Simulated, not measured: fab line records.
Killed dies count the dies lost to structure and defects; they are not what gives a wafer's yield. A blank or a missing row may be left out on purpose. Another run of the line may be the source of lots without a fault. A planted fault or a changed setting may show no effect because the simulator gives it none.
fab line records | flow nandHarc
record: lots: 13 | wafers: 39 | lastDay: 27
route steps=1159 shown A_CONTACT@905 END@1159
lots untouched by any fault: they come from a run of this same line in which no faults occurred
startH: start of the lot's first displayed wafer, in hours after the record's first day | waitH: hours since the lot's step before | " identical to the entry in the row above | L1.1+2: one row covering several wafers at once | - no value present, or no start provided | * or withheld: withheld | < > ~ a bound
route shown NAME@n: NAME is a module with steps in the file, n the number in the route of the first one | usual: mean and standard deviation over wafers with no fault | same: alike in all rows | chamber/n: place in a boat | sites: the reading at each site | _std_site: standard deviation of those values | _edge_site: inner sites' mean taken away from outer sites' mean | radiusMm: how far each site lies from the wafer's centre | mask NAME#n: copy n | behind: the tool/chamber that last shaped the wafer | hold: reason for holding the lot/hours on hold/outcome of the hold | device: whichever transistor did not switch (one of n, p or np) | end of line: tests run on the same wafers once the route is complete | a step given without rows: its recipe and nothing more | killed: the dies lost at the first sort to structure and to defects; this is not the yield of the wafer | map: per-die view of a wafer (x killed, . not killed, _ where there is no die)
set.NAME: the setting the step ran with; set.NAME@STEP: the setting that earlier step ran with | model.NAME: the simulator's own value behind a step, which no gauge read
one table for each step of the route and one row for each wafer, over a sample of lots
services: a tool's chamber out of use, with start hour (startH, from the record's first day; less than 0 if before it), hours out, and reason
== steps ==
step: NHARC_A_CONTACT_ETCH_125
recipe: sourceW: withheld | pressureMtorr: 20 | biasV: 1200 | timeS: 155 | targetDepthA: 9560 | arFlowSccm: withheld | c4f8FlowSccm: withheld | o2FlowSccm: withheld | chemistry: C4F8/O2/Ar
lot.wafer | tool          | chamber | startH | waitH | rfHoursCounterH
L993.1    | harCapEtch-03 | 1       | 385.69 | 0.2   | 84
L993.6    | "             | 0       | "      | "     | -
L993.5    | "             | 1       | "      | "     | -
L994.2    | harCapEtch-01 | 0       | 416.49 | 0.2   | 57
L994.3    | "             | 0       | "      | "     | -
L994.6    | "             | 1       | "      | "     | -
L995.1    | harCapEtch-02 | 1       | 421.49 | 0.2   | 12
L995.4    | "             | 1       | "      | "     | -
L995.3    | "             | 0       | "      | "     | -
L996.1    | harCapEtch-02 | 1       | 427.47 | 0.2   | 14
L996.4    | "             | 0       | "      | "     | -
L996.6    | "             | 1       | "      | "     | -
L998.4    | harCapEtch-03 | 0       | 433.24 | 0.1   | -
L998.6    | "             | 0       | "      | "     | -
L998.5    | "             | 1       | "      | "     | -
L999.1    | harCapEtch-03 | 0       | 498.21 | 0.2   | 97
L999.2    | "             | 1       | "      | "     | 97
L999.4    | "             | 1       | "      | "     | -
L100.2    | harCapEtch-02 | 0       | 507.30 | 0.2   | 24
L100.4    | "             | 1       | "      | "     | -
L100.3    | "             | 0       | "      | "     | -
L111.2    | harCapEtch-03 | 1       | 521.60 | 0.2   | 104
L111.5    | "             | 0       | "      | "     | -
L111.6    | "             | 1       | "      | "     | -
L113.1    | harCapEtch-02 | 1       | 546.68 | 0.2   | 33
L113.5    | "             | 1       | "      | "     | -
L113.6    | "             | 0       | "      | "     | -
L112.1    | harCapEtch-01 | 0       | 548.62 | 0.2   | 79
L112.2    | "             | 1       | "      | "     | 79
L112.5    | "             | 1       | "      | "     | -
L116.3    | harCapEtch-01 | 1       | 550.83 | 0.2   | -
L116.4    | "             | 0       | "      | "     | -
L116.6    | "             | 0       | "      | "     | -
L115.2    | harCapEtch-02 | 1       | 552.29 | 0.2   | 37
L115.6    | "             | 1       | "      | "     | -
L115.5    | "             | 0       | "      | "     | -
L114.2    | harCapEtch-02 | 1       | 561.67 | 0.2   | 42
L114.1    | "             | 0       | "      | "     | 42
L114.6    | "             | 1       | "      | "     | -
step: NHARC_A_CONTACT_ETCH_131
recipe: sourceW: withheld | pressureMtorr: 20 | biasV: 1200 | timeS: 155 | targetDepthA: 9560 | arFlowSccm: withheld | c4f8FlowSccm: withheld | o2FlowSccm: withheld | chemistry: C4F8/O2/Ar
lot.wafer | tool          | chamber | startH | waitH | rfHoursCounterH
L993.1    | harCapEtch-03 | 1       | 386.55 | 0.1   | 85
L993.6    | "             | 0       | "      | "     | -
L993.5    | "             | 1       | "      | "     | -
L994.2    | harCapEtch-01 | 0       | 417.33 | 0.1   | 58
L994.3    | "             | 0       | "      | "     | -
L994.6    | "             | 1       | "      | "     | -
L995.1    | harCapEtch-02 | 1       | 422.34 | 0.1   | 13
L995.4    | "             | 1       | "      | "     | -
L995.3    | "             | 0       | "      | "     | -
L996.1    | harCapEtch-02 | 1       | 428.32 | 0.1   | 15
L996.4    | "             | 0       | "      | "     | -
L996.6    | "             | 1       | "      | "     | -
L998.4    | harCapEtch-03 | 0       | 434.09 | 0.1   | -
L998.6    | "             | 0       | "      | "     | -
L998.5    | "             | 1       | "      | "     | -
L999.1    | harCapEtch-03 | 0       | 499.06 | 0.1   | 98
L999.2    | "             | 1       | "      | "     | 98
L999.4    | "             | 1       | "      | "     | -
L100.2    | harCapEtch-02 | 0       | 508.15 | 0.1   | 25
L100.4    | "             | 1       | "      | "     | -
L100.3    | "             | 0       | "      | "     | -
L111.2    | harCapEtch-03 | 1       | 522.45 | 0.1   | 105
L111.5    | "             | 0       | "      | "     | -
L111.6    | "             | 1       | "      | "     | -
L113.1    | harCapEtch-02 | 1       | 547.54 | 0.1   | 34
L113.5    | "             | 1       | "      | "     | -
L113.6    | "             | 0       | "      | "     | -
L112.1    | harCapEtch-01 | 0       | 549.75 | 0.2   | 79
L112.2    | "             | 1       | "      | "     | 79
L112.5    | "             | 1       | "      | "     | -
L116.3    | harCapEtch-01 | 1       | 551.95 | 0.2   | -
L116.4    | "             | 0       | "      | "     | -
L116.6    | "             | 0       | "      | "     | -
L115.2    | harCapEtch-02 | 1       | 553.14 | 0.1   | 37
L115.6    | "             | 1       | "      | "     | -
L115.5    | "             | 0       | "      | "     | -
L114.2    | harCapEtch-02 | 1       | 562.51 | 0.1   | 43
L114.1    | "             | 0       | "      | "     | 43
L114.6    | "             | 1       | "      | "     | -
step: NHARC_A_CONTACT_ETCH_133
recipe: sourceW: withheld | pressureMtorr: 20 | biasV: 400 | timeS: 195 | targetDepthA: 8400 | arFlowSccm: withheld | c4f8FlowSccm: 11.5 | o2FlowSccm: 7.2 | chemistry: C4F8/O2/Ar
lot.wafer | tool          | chamber | startH | waitH | rfHoursCounterH
L993.1    | harCapEtch-03 | 1       | 386.86 | 0.1   | 86
L993.6    | "             | 0       | "      | "     | -
L993.5    | "             | 1       | "      | "     | -
L994.2    | harCapEtch-01 | 0       | 417.64 | 0.1   | 58
L994.3    | "             | 0       | "      | "     | -
L994.6    | "             | 1       | "      | "     | -
L995.1    | harCapEtch-02 | 1       | 422.62 | 0.1   | 14
L995.4    | "             | 1       | "      | "     | -
L995.3    | "             | 0       | "      | "     | -
L996.1    | harCapEtch-02 | 1       | 428.61 | 0.1   | 15
L996.4    | "             | 0       | "      | "     | -
L996.6    | "             | 1       | "      | "     | -
L998.4    | harCapEtch-03 | 0       | 434.42 | 0.2   | -
L998.6    | "             | 0       | "      | "     | -
L998.5    | "             | 1       | "      | "     | -
L999.1    | harCapEtch-03 | 0       | 499.34 | 0.1   | 98
L999.2    | "             | 1       | "      | "     | 98
L999.4    | "             | 1       | "      | "     | -
L100.2    | harCapEtch-02 | 0       | 508.46 | 0.1   | 25
L100.4    | "             | 1       | "      | "     | -
L100.3    | "             | 0       | "      | "     | -
L111.2    | harCapEtch-03 | 1       | 522.76 | 0.1   | 105
L111.5    | "             | 0       | "      | "     | -
L111.6    | "             | 1       | "      | "     | -
L113.1    | harCapEtch-02 | 1       | 547.82 | 0.1   | 34
L113.5    | "             | 1       | "      | "     | -
L113.6    | "             | 0       | "      | "     | -
L112.1    | harCapEtch-01 | 0       | 550.13 | 0.2   | 80
L112.2    | "             | 1       | "      | "     | 80
L112.5    | "             | 1       | "      | "     | -
L116.3    | harCapEtch-01 | 1       | 552.38 | 0.2   | -
L116.4    | "             | 0       | "      | "     | -
L116.6    | "             | 0       | "      | "     | -
L115.2    | harCapEtch-02 | 1       | 553.42 | 0.1   | 38
L115.6    | "             | 1       | "      | "     | -
L115.5    | "             | 0       | "      | "     | -
L114.2    | harCapEtch-02 | 1       | 562.80 | 0.1   | 43
L114.1    | "             | 0       | "      | "     | 43
L114.6    | "             | 1       | "      | "     | -
step: NHARC_A_CONTACT_STRIP_82
recipe: o2FlowSccm: 500 | arFlowSccm: 0 | biasW: 0 | chemistry: O2
usual: biasW: 0/0 | chamberPressureMTorr: 60.00/0.051 | drypumpMotorCurrentA: 5.6/0.37 | mfcArSccm: 0.011/0.01 | o2FlowSccm: 500.0/1.5 | oesProductAu: 1.001/0.0078 | rfVppV: 57.6/0.96 | showerheadPlenumPTorr: 3.45/0.12 | throttleValvePct: 17.036/0.0091
lot.wafer | tool       | chamber | startH | waitH | biasW | chamberPressureMTorr | drypumpMotorCurrentA | mfcArSccm | o2FlowSccm | oesProductAu | rfHoursCounterH | rfVppV | showerheadPlenumPTorr | throttleValvePct
L993.1    | rieDiel-13 | 2       | 388.02 | -     | 0     | 60.03                | 5.7                  | 0         | 498.0      | 1.010        | 38              | 56.0   | 3.31                  | 17.042
L993.5    | "          | 1       | "      | "     | 0     | 60.00                | 5.4                  | 0.027     | 500.4      | 1.002        | -               | 59.9   | 3.43                  | 17.036
L993.6    | "          | 2       | "      | "     | 0     | 60.00                | 5.7                  | 0         | 500.6      | 1.020        | -               | 58.9   | 3.31                  | 17.047
L994.2    | rieDiel-04 | 1       | 418.74 | -     | 0     | 59.97                | 5.9                  | 0.016     | 500.9      | 0.996        | 19              | 55.7   | 3.50                  | 17.032
L994.3    | "          | 3       | "      | "     | 0     | 59.94                | 5.0                  | 0.004     | 499.1      | 0.980        | 20              | 57.8   | 3.54                  | 17.022
L994.6    | "          | 2       | "      | "     | 0     | 59.98                | 5.7                  | 0.019     | 497.2      | 1.009        | -               | 56.4   | 3.48                  | 17.036
L995.4    | rieDiel-04 | 0       | 423.78 | -     | 0     | 60.08                | 5.6                  | 0.027     | 501.1      | 0.986        | 20              | 55.5   | 3.31                  | 17.034
L995.1    | "          | 2       | "      | "     | 0     | 59.95                | 5.7                  | 0.019     | 500.9      | 0.994        | 20              | 58.1   | 3.47                  | 17.043
L995.3    | "          | 3       | "      | "     | 0     | 60.04                | 5.0                  | 0.004     | 501.2      | 0.997        | 21              | 58.5   | 3.54                  | 17.032
L996.1    | rieDiel-11 | 3       | 429.75 | -     | 0     | 59.99                | 5.8                  | 0         | 499.0      | 1.022        | 17              | 57.7   | 3.43                  | 17.045
L996.4    | "          | 0       | "      | "     | 0     | 60.05                | 5.5                  | 0         | 497.6      | 1.010        | 18              | 58.2   | 3.30                  | 17.041
L996.6    | "          | 0       | "      | "     | 0     | 60.06                | 5.5                  | 0         | 497.2      | 1.007        | -               | 58.3   | 3.30                  | 17.025
L998.4    | rieDiel-04 | 2       | 435.47 | -     | 0     | 59.97                | 5.6                  | 0.019     | 499.6      | 1.014        | 22              | 58.5   | 3.47                  | 17.043
L998.6    | "          | 2       | "      | "     | 0     | 60.06                | 5.6                  | 0.019     | 501.7      | 1.015        | -               | 58.0   | 3.47                  | 17.019
L998.5    | "          | 3       | "      | "     | 0     | 59.94                | 4.9                  | 0.004     | 502.1      | 1.003        | -               | 58.7   | 3.53                  | 17.048
L999.2    | rieDiel-04 | 0       | 500.64 | -     | -     | -                    | -                    | -         | -          | -            | -               | -      | -                     | -
L999.1    | "          | 2       | "      | "     | -     | -                    | -                    | -         | -          | -            | -               | -      | -                     | -
L999.4    | "          | 0       | "      | "     | -     | -                    | -                    | -         | -          | -            | -               | -      | -                     | -
L100.2    | rieDiel-13 | 3       | 509.62 | -     | -     | -                    | -                    | -         | -          | -            | -               | -      | -                     | -
L100.4    | "          | 0       | "      | "     | -     | -                    | -                    | -         | -          | -            | -               | -      | -                     | -
L100.3    | "          | 1       | "      | "     | -     | -                    | -                    | -         | -          | -            | -               | -      | -                     | -
L111.2    | rieDiel-04 | 0       | 524.57 | -     | 0     | 59.99                | 5.6                  | 0.027     | 502.6      | 1.003        | 13              | 57.3   | 3.31                  | 17.039
L111.5    | "          | 0       | "      | "     | 0     | 60.10                | 5.6                  | 0.027     | 501.4      | 0.995        | -               | 58.0   | 3.31                  | 17.054
L111.6    | "          | 1       | "      | "     | 0     | 60.05                | 5.9                  | 0.016     | 500.3      | 0.989        | -               | 58.2   | 3.49                  | 17.035
L113.1    | rieDiel-04 | 1       | 549.40 | -     | 0     | 60.05                | 5.9                  | 0.016     | 497.1      | 0.993        | 14              | 59.1   | 3.49                  | 17.026
L113.6    | "          | 0       | "      | "     | 0     | 59.94                | 5.6                  | 0.027     | 498.5      | 1.010        | -               | 56.3   | 3.30                  | 17.040
L113.5    | "          | 1       | "      | "     | 0     | 60.13                | 5.9                  | 0.016     | 498.3      | 0.990        | -               | 58.7   | 3.49                  | 17.027
L112.2    | rieDiel-04 | 0       | 552.15 | -     | 0     | 60.03                | 5.6                  | 0.027     | 499.7      | 1.007        | 19              | 57.7   | 3.30                  | 17.017
L112.1    | "          | 3       | "      | "     | 0     | 60.07                | 5.0                  | 0.004     | 499.5      | 0.993        | 17              | 58.6   | 3.52                  | 17.034
L112.5    | "          | 1       | "      | "     | 0     | 60.12                | 5.9                  | 0.016     | 500.3      | 0.998        | -               | 57.3   | 3.49                  | 17.033
L116.3    | rieDiel-04 | 1       | 553.62 | -     | 0     | 59.95                | 5.9                  | 0.016     | 500.1      | 0.994        | 16              | 59.6   | 3.49                  | 17.033
L116.4    | "          | 2       | "      | "     | 0     | 60.00                | 5.6                  | 0.019     | 500.8      | 0.999        | 18              | 58.2   | 3.46                  | 17.025
L116.6    | "          | 0       | "      | "     | 0     | 60.04                | 5.6                  | 0.027     | 499.2      | 0.997        | -               | 57.2   | 3.30                  | 17.050
L115.2    | rieDiel-04 | 2       | 554.71 | -     | 0     | 59.97                | 5.6                  | 0.019     | 502.3      | 0.985        | 18              | 58.9   | 3.46                  | 17.054
L115.6    | "          | 3       | "      | "     | 0     | 60.02                | 5.0                  | 0.004     | 499.8      | 0.996        | -               | 57.0   | 3.52                  | 17.050
L115.5    | "          | 0       | "      | "     | 0     | 60.03                | 5.6                  | 0.027     | 501.1      | 1.006        | -               | 56.6   | 3.30                  | 17.027
L114.2    | rieDiel-04 | 1       | 563.99 | -     | 0     | 59.99                | 5.9                  | 0.016     | 500.0      | 0.997        | 20              | 56.2   | 3.49                  | 17.035
L114.1    | "          | 2       | "      | "     | 0     | 60.03                | 5.6                  | 0.019     | 499.3      | 0.992        | 23              | 58.8   | 3.46                  | 17.036
L114.6    | "          | 2       | "      | "     | 0     | 60.04                | 5.6                  | 0.019     | 500.2      | 0.993        | -               | 59.1   | 3.46                  | 17.049
step: NHARC_END_SORT_01
recipe: tempC: 25
usual: killedAtArray: 28/11 | killedAtOther: 0.9/1.2 | killedAtPeriphery: 2.6/2.1 | killedDies: 31/11 | killedOpen: 3.1/1.7 | killedShort: 1.9/1.3
same: grossDies: 677
lot.wafer | tool      | chamber | startH | waitH | killedAtArray | killedAtOther | killedAtPeriphery | killedDies | killedOpen | killedShort
L999.1    | prober-02 | 0       | 572.34 | 2.5   | 674           | 0             | 3                 | 677        | 4          | 1
L999.2    | prober-02 | 0       | 573.14 | 2.8   | 675           | 0             | 2                 | 677        | 2          | 3
L999.4    | prober-02 | 0       | 574.75 | 3.4   | 673           | 0             | 4                 | 677        | 1          | 2
L100.2    | prober-02 | 0       | 587.14 | 2.8   | 669           | 4             | 4                 | 677        | 6          | 1
L100.3    | prober-02 | 0       | 587.94 | 3.1   | 674           | 1             | 2                 | 677        | 2          | 1
L100.4    | prober-02 | 0       | 588.75 | 3.4   | 673           | 3             | 1                 | 677        | 5          | 4
L116.3    | prober-01 | 0       | 626.49 | 3.1   | 25            | 0             | 13                | 38         | 7          | 3
L116.4    | prober-01 | 0       | 627.29 | 3.4   | 21            | 1             | 7                 | 29         | 5          | 3
L116.6    | prober-01 | 0       | 628.90 | 4.0   | 32            | 2             | 7                 | 41         | 3          | 2
killed by level:class
L999.1 A_CONTACT:areaStrip=661 A_STAIRCASE:chamberFilmFlake=3 A_CONTACT:chamberFilmFlake=3 P_CONTACT:geometricParticle:open=2 A_CHANNEL_HOLE_D1:chamberFilmFlake=2 A_ONON_D1:geometricParticle:open=1 A_CHANNEL_FILL_D1:geometricParticle:open=1 A_CONTACT:geometricParticle:short=1
L999.2 A_CONTACT:areaStrip=660 A_CONTACT:chamberFilmFlake=5 A_STAIRCASE:chamberFilmFlake=3 A_SGD_CUT:geometricParticle:open=2 A_WL_FILL:geometricParticle:short=2 A_CHANNEL_HOLE_D1:chamberFilmFlake=2 P_M1:geometricParticle:short=1 P_STI:chamberFilmFlake=1
L999.4 A_CONTACT:areaStrip=663 A_CHANNEL_HOLE_D1:chamberFilmFlake=4 A_CONTACT:chamberFilmFlake=3 A_STAIRCASE:chamberFilmFlake=2 P_STI:geometricParticle:open=1 P_CONTACT:geometricParticle:short=1 P_M1:geometricParticle:short=1 P_CONTACT:chamberFilmFlake=1
L100.2 A_CONTACT:areaStrip=651 A_CHANNEL_HOLE_D1:chamberFilmFlake=9 A_SGD_CUT:chamberFilmFlake=4 THIN_TSV:chamberFilmFlake=4 P_M1:geometricParticle:open=2 A_M0:geometricParticle:open=2 P_M0:geometricParticle:open=1 A_SOURCE_PLATE:geometricParticle:short=1
L100.3 A_CONTACT:areaStrip=662 A_CHANNEL_HOLE_D1:chamberFilmFlake=4 A_STAIRCASE:chamberFilmFlake=3 A_CONTACT:chamberFilmFlake=2 P_M0:geometricParticle:open=1 P_M1:geometricParticle:open=1 A_CHANNEL_FILL_D1:geometricParticle:short=1 A_SGD_CUT:chamberFilmFlake=1
L100.4 A_CONTACT:areaStrip=657 A_CHANNEL_HOLE_D1:chamberFilmFlake=7 THIN_TSV:chamberFilmFlake=3 A_M1:geometricParticle:open=2 P_CONTACT:geometricParticle:short=1 A_CHANNEL_FILL_D1:geometricParticle:open=1 A_WL_FILL:geometricParticle:short=1 A_WL_FILL:geometricParticle:open=1
L116.3 A_SLIT:chamberFilmFlake=8 P_ZERO_WELL:chamberFilmFlake=5 A_CHANNEL_HOLE_D1:chamberFilmFlake=5 P_CONTACT:chamberFilmFlake=3 A_CONTACT:chamberFilmFlake=3 P_M0:geometricParticle:open=2 A_CHANNEL_FILL_D1:geometricParticle:short=2 A_CONTACT:geometricParticle:open=2
L116.4 A_SLIT:chamberFilmFlake=10 P_CONTACT:chamberFilmFlake=3 A_CHANNEL_HOLE_D1:chamberFilmFlake=3 A_CONTACT:chamberFilmFlake=2 P_CONTACT:geometricParticle:open=1 P_M0:geometricParticle:open=1 A_ONON_D1:geometricParticle:open=1 A_CHANNEL_FILL_D1:geometricParticle:short=1
L116.6 A_SLIT:chamberFilmFlake=12 A_CHANNEL_HOLE_D1:chamberFilmFlake=8 A_CONTACT:chamberFilmFlake=5 A_STAIRCASE:chamberFilmFlake=4 P_ZERO_WELL:chamberFilmFlake=2 P_CONTACT:geometricParticle:open=1 P_M0:geometricParticle:short=1 A_SOURCE_PLATE:geometricParticle:short=1
== services ==
tool          | chamber | startH | hours | kind
rieDiel-11    | -       | 366.68 | 9.0   | pm
rieDiel-04    | 0       | 371.54 | -     | clean
rieDiel-04    | 1       | 371.54 | -     | clean
rieDiel-04    | 2       | 371.54 | -     | clean
rieDiel-04    | 3       | 371.54 | -     | clean
rieDiel-13    | 2       | 394.58 | 8.5   | repair
rieDiel-04    | -       | 403.24 | 0.5   | repair
harCapEtch-01 | -       | 421.74 | 1.7   | repair
rieDiel-04    | 0       | 442.08 | 2.6   | repair
rieDiel-04    | 3       | 443.11 | 8.3   | repair
rieDiel-04    | 3       | 451.85 | 2.1   | repair
rieDiel-13    | -       | 453.20 | 9.0   | pm
rieDiel-04    | -       | 465.98 | 9.0   | pm
rieDiel-13    | 0       | 466.52 | 6.0   | repair
rieDiel-04    | 1       | 479.75 | 6.5   | repair
rieDiel-04    | 1       | 494.32 | 8.7   | repair
rieDiel-11    | 1       | 517.78 | 3.9   | repair
rieDiel-11    | 0       | 535.52 | 6.0   | repair
harCapEtch-03 | -       | 545.00 | 17.0  | pm
harCapEtch-03 | 0       | 545.00 | 17.0  | ventCycle
harCapEtch-03 | 1       | 545.00 | 17.0  | ventCycle
rieDiel-11    | -       | 546.17 | 9.0   | pm
harCapEtch-03 | 0       | 562.00 | -     | clean
harCapEtch-03 | 1       | 562.00 | -     | clean
== key ==
firstSign: step: NHARC_A_CONTACT_STRIP_82 | reading: toolRecord | direction: missing
effect: step: NHARC_END_SORT_01 | reading: killedAtArray | direction: up | sigmas: 60 | usual: 28 | struck: 673
moreKillsBornAt: NHARC_A_CONTACT_STRIP_82@rieDiel-04: 1984 | NHARC_A_CONTACT_STRIP_82@rieDiel-13: 1970
metAt NHARC_A_CONTACT_STRIP_82
struckLots L999,L100
laterRowsLeftOut L999.1,L999.2,L999.4,L100.2,L100.3,L100.4
testerLeftOut L999,L100
notActingAt NHARC_A_CONTACT_ETCH_125,NHARC_A_CONTACT_ETCH_131,NHARC_A_CONTACT_ETCH_133
onsetBetween 435.47 500.64
fault: kind: skippedStepWhole | tool: rieDiel-04,rieDiel-13 | chamber: - | onsetH: 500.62 | steps: NHARC_A_CONTACT_STRIP_82 | scope: struckLotsOnly
testerLeftOut: of these lots the tester's yield and bins aren't shown, on N5 and GAA mostly nor the transistor test; their killed dies are dies lost to structure and defects alone, not to doping, threshold or leakage, so they don't give the yield
laterRowsLeftOut: the simulator's readings of these wafers behind a module that went badly wrong aren't trusted and aren't shown, but for the sort
